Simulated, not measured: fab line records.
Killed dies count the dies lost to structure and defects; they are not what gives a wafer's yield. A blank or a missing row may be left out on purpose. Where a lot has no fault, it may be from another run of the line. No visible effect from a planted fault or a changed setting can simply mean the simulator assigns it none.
3 desks looking at one fault    flow n5-finfet    each desk holds nothing but its own numbers, with what lay behind them at the end

DESK OF THE TOOL OWNER: rie-diel-01
The tool's own readings at N5_BEOL_M5_ETCH_67 (etches SiARC in CF4, target depth 15.6 nm, time 26 s): means of the sampled wafers that have a number, for each lot that ran on this tool. Any lot whose mean is over 4 standard deviations away from the usual mean is out of limits and marked OUT; that distance is given in the brackets.
Columns: A = drypump-motor-current-A at N5_BEOL_M5_ETCH_67, usual 5.8 A; B = etch-rf-on-time-s at N5_BEOL_M5_ETCH_67, usual 26.0 s; C = oes-product-au at N5_BEOL_M5_ETCH_67, usual 0.68 a.u.; D = rf-vpp-V at N5_BEOL_M5_ETCH_67, usual 183.9 V; E = showerhead-plenum-p-Torr at N5_BEOL_M5_ETCH_67, usual 2.12 Torr; F = throttle-valve-pct at N5_BEOL_M5_ETCH_67, usual 15.50 %
lot   first seen here  A    B               C     D      E     F
L876  day 9 14:25      5.8  26.4            0.63  185.0  2.17  15.64
L887  day 12 03:01     5.8  18.7 (-19) OUT  0.76  183.7  2.13  15.60
This desk's verdict: out of limits on L887, starting with L887 at day 12 03:01 (etch-rf-on-time-s at N5_BEOL_M5_ETCH_67). Within limits: L876.

THE DEFECT DESK
Counts from the inspections along the route, per lot, as means over the sampled wafers that have a number. Any lot whose mean is over 4 standard deviations away from the usual mean is out of limits and marked OUT; that distance is given in the brackets.
Columns: A = raw-defect-count at N5_BEOL_M5_INSPECT_30, usual 451
lot   first seen here  A
L872  day 8 08:31      531
L876  day 9 14:17      379
L887  day 12 02:55     446
L892  day 13 09:40     393
L894  day 13 16:23     339
This desk's finding: nothing out of limits on any of the 5 lots.

METROLOGY DESK
Means of the sampled wafers that have a number, per lot and without regard to the tool the lot ran on: this is what the gauges read. Any lot whose mean is over 4 standard deviations away from the usual mean is out of limits and marked OUT; that distance is given in the brackets.
Columns: A = cd-nm at N5_BEOL_M5_CD_MEAS_28, usual 30.59 nm; B = V4_OVL at N5_BEOL_M5_OVL_MEAS_29, usual 0.7 nm
lot   first seen here  A      B
L872  day 8 08:25      30.18  0.7
L876  day 9 14:11      30.40  0.3
L887  day 12 02:50     30.77  0.9
L892  day 13 09:35     30.35  1.1
L894  day 13 16:18     30.52  0.6
This desk's finding: nothing out of limits on any of the 5 lots.

PUT TOGETHER
An alarm could have come from the tool owner's desk at day 12 03:01, on L887.
Nothing out of limits was seen by the defect desk.
Metrology desk: nothing out of limits seen.
The defect desk has L887 on record, within its limits.
The metrology desk has L887 on record, within its limits.
Of the lots named, all ran N5_BEOL_M5_ETCH_67 on rie-diel-01.

WHAT THE SIMULATOR PUT IN
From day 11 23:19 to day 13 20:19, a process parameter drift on rie-diel-01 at N5_BEOL_M5_ETCH_67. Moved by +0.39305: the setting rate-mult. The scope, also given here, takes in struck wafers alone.
Lots struck among those shown: L887.
Time in hours from fault onset to the first out-of-limits reading at each desk: the tool owner's desk, 4.
